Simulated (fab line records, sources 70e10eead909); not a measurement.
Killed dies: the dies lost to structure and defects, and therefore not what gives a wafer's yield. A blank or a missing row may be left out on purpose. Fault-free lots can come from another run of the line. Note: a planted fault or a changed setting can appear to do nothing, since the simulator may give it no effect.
Matching of chambers	flow nand harc	NHARC_A_CHANNEL_FILL_D1_ALD_25 on ald hk-02 has 4 sister chambers
The step deposits SiOx, target thk 60 nm, pulse time 10 s, ald cycles 600. 8 wafers are shown with their chamber, then 9 later ones without.

EACH WAFER AND ITS CHAMBER
wafer	chamber	heater power w (W)	precursor pulse height rel
L078.3	0	466	0.989
L078.4	3	506	1.010
L081.2	0	475	1.024
L081.5	2	393	0.978
L081.6	1	535	1.014
L083.1	1	523	0.999
L083.2	3	505	0.977
L083.6	2	407	0.996

WAFERS WITHOUT THEIR CHAMBER
wafer	heater power w (W)	precursor pulse height rel
L089.2	474	0.994
L089.3	525	0.991
L089.4	406	0.970
L094.4	545	0.998
L094.1	536	1.014
L094.2	468	1.000
L096.2	540	0.998
L096.5	404	0.984
L096.6	531	1.007

EACH ONE'S CHAMBER
wafer	from the rows above	in truth
L089.2	0	0
L089.3	can't be placed: 1 or 3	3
L089.4	2	2
L094.4	1	1
L094.1	1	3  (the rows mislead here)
L094.2	0	0
L096.2	1	1
L096.5	2	2
L096.6	1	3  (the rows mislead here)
Correctly placed: 6 of 9. Cannot be placed on the basis of these rows: 1; the candidates contain the true chamber in 1. Number placed wrongly: 2.
How it was worked out, from the rows above alone: a wafer's distance from a chamber is the root of the sum, over the readings, of the square of ((its reading less the chamber's mean) divided by the reading's scatter). The wafer belongs to the nearest chamber; if the next one is less than 2 further off, it can't be placed. Each chamber's mean is taken over the wafers shown for it. The scatter is the square root of a quotient: the sum, over the shown wafers, of each reading's squared deviation from its chamber's mean, divided by wafers minus chambers.
